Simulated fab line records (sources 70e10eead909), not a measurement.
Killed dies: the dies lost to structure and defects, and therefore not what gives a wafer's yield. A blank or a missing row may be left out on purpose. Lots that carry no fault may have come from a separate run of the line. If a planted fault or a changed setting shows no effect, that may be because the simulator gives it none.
A lot that was struck, set against a sound lot ; flow nand_harc ; 15 out of 1302 route steps
Sound: the wafers L493.1, L493.3, L493.4. Struck: wafer L491.4 (left out: L491.3, L491.5 of the same lot, which were not struck); the cause appears at the end.
Per side, at each step with rows, come the tool, then ch with its chambers, and then its first start. Under that, the readings that differ: sound wafers ; struck wafers ; difference of the means ; sigmas: that difference in standard deviations of wafers without a fault.
alike: readings with means less than 2 such deviations apart, plus words and numbers identical on both sides. not compared: withheld readings, readings lacking a value on some wafer, bounds such as >300 that could conceal the same value, and numbers that have no deviation in the record and whose values overlap.
The two part at a step that has a row with sigmas, a row that says differs or no value, or rows on one side only. When numbers do not overlap yet have no deviation, they are printed without sigmas and do not part them. A reading missing from all wafers of one side parts the sides only when that side holds two or more wafers.

NHARC_A_ONON_D2_THK_MEAS_05: measures by ellipsometry.
  sound: film_metro-01 at day 16 22:55; struck: film_metro-02 at day 16 03:20
  alike: thk_nm
after that, 1 step with no rows for these wafers: NHARC_A_ONON_D2_DEP_06 (target thk 1000 nm).
NHARC_A_ONON_D2_THK_MEAS_08: measures by ellipsometry.
  sound: film_metro-01 at day 16 23:28; struck: film_metro-02 at day 16 03:55
  alike: thk_nm
after that, 1 step with no rows for these wafers: NHARC_A_ONON_D2_DEP_09 (target thk 1000 nm).
NHARC_A_ONON_D2_THK_MEAS_11: measures by ellipsometry.
  sound: film_metro-01 at day 17 00:02; struck: film_metro-02 at day 16 04:28
  alike: thk_nm
after that, 1 step with no rows for these wafers: NHARC_A_ONON_D2_DEP_12 (target thk 1000 nm).
NHARC_A_ONON_D2_THK_MEAS_14: measures by ellipsometry.
  sound: film_metro-01 at day 17 00:36; struck: film_metro-01 at day 16 05:02
  alike: thk_nm
then, 2 steps without rows for these wafers: NHARC_A_ONON_D2_ANNEAL_15 (time 3600 s); NHARC_A_ONON_D2_DEP_16 (target thk 1000 nm).
NHARC_A_ONON_D2_THK_MEAS_18: measures by ellipsometry.
  sound: film_metro-02 at day 17 08:01; struck: film_metro-01 at day 16 12:46
  alike: thk_nm
after that, 1 step with no rows for these wafers: NHARC_A_ONON_D2_DEP_19 (target thk 1000 nm).
NHARC_A_ONON_D2_THK_MEAS_21: measures by ellipsometry.
  sound: film_metro-01 at day 17 08:34; struck: film_metro-01 at day 16 13:19
  alike: thk_nm
NHARC_A_ONON_D2_DEP_22: target thk 1000 nm.
  sound on pecvd_onon-01 ch 0, day 17 08:38; struck on pecvd_onon-04 ch 0, day 16 13:29
NHARC_A_ONON_D2_THK_MEAS_24: measures by ellipsometry.
  sound: film_metro-01 at day 17 09:08; struck: film_metro-01 at day 16 14:04
reading;sound;struck;difference;sigmas
thk_nm (nm);1001 999 1001;1058;+58;+8
  not compared: hold
-- the record jumps here: 12 days lie between the struck wafers' starts before and after (it left off in module A_ONON_D2 and takes up again in module END, whose first step shown is number 1302 of the route) --
NHARC_END_SORT_01:
  sound on prober-01 ch 0, day 28 22:10; struck on prober-02 ch 0, day 28 04:38
  alike: killed_at_array, killed_at_other, killed_at_periphery, killed_dies, killed_open, killed_short

WHERE THEY PART
Within this record, at NHARC_A_ONON_D2_THK_MEAS_24 only. Later steps at which nothing parts them and some readings are alike: NHARC_END_SORT_01.

WHY: what the simulator had put in
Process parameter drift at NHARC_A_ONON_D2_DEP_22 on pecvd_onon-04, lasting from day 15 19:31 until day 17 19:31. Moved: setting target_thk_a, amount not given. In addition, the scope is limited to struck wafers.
